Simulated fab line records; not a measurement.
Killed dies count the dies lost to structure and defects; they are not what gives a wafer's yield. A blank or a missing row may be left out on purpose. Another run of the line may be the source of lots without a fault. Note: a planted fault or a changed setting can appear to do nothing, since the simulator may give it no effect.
Chamber matching || flow nand harc || NHARC_P_M0_DEP_32 on pecvd-02: 3 sister chambers
The step deposits SiCN, target thk 30 nm. 3 wafers are shown with their chamber, then 12 later ones without.

== WAFERS WITH THEIR CHAMBER ==
{"wafer": "L086.6", "chamber": 1, "heater power outer w (W)": 359}
{"wafer": "L091.3", "chamber": 0, "heater power outer w (W)": 427}
{"wafer": "L091.4", "chamber": 2, "heater power outer w (W)": 349}

== WAFERS MISSING THEIR CHAMBER ==
{"wafer": "L092.1", "heater power outer w (W)": 322}
{"wafer": "L092.3", "heater power outer w (W)": 432}
{"wafer": "L092.6", "heater power outer w (W)": 398}
{"wafer": "L095.1", "heater power outer w (W)": 425}
{"wafer": "L095.2", "heater power outer w (W)": 389}
{"wafer": "L095.3", "heater power outer w (W)": 384}
{"wafer": "L096.2", "heater power outer w (W)": 353}
{"wafer": "L096.3", "heater power outer w (W)": 354}
{"wafer": "L096.4", "heater power outer w (W)": 341}
{"wafer": "L096.1", "heater power outer w (W)": 387}
{"wafer": "L096.5", "heater power outer w (W)": 387}
{"wafer": "L096.6", "heater power outer w (W)": 344}

== EACH ONE'S CHAMBER ==
{"wafer": "L092.1", "from the rows above": "can't be placed: 2 or 1", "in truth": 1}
{"wafer": "L092.3", "from the rows above": 0, "in truth": 0}
{"wafer": "L092.6", "from the rows above": "can't be placed: 0 or 1 or 2", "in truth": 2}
{"wafer": "L095.1", "from the rows above": 0, "in truth": 0}
{"wafer": "L095.2", "from the rows above": "can't be placed: 1 or 0 or 2", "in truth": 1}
{"wafer": "L095.3", "from the rows above": "can't be placed: 1 or 2 or 0", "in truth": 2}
{"wafer": "L096.2", "from the rows above": "can't be placed: 2 or 1", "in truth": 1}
{"wafer": "L096.3", "from the rows above": "can't be placed: 1 or 2", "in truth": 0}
{"wafer": "L096.4", "from the rows above": "can't be placed: 2 or 1", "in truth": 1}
{"wafer": "L096.1", "from the rows above": "can't be placed: 1 or 2 or 0", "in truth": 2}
{"wafer": "L096.5", "from the rows above": "can't be placed: 1 or 2 or 0", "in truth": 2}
{"wafer": "L096.6", "from the rows above": "can't be placed: 2 or 1", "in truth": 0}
Placed correctly: 2 of 12. Unplaceable from these rows: 10, with the true chamber sitting among the candidates in 8. Number placed wrongly: 0.
How it was worked out, from the rows above alone: a wafer's distance from a chamber is the root of the sum, over the readings, of the square of ((its reading less the chamber's mean) divided by the reading's scatter). The wafer belongs to the nearest chamber; if the next one is less than 2 further off, it can't be placed. A chamber's mean is the mean of its shown wafers. The scatter (one wafer shown for each chamber): square how far every hidden wafer sits from the nearest shown wafer, average those squares and take the square root.
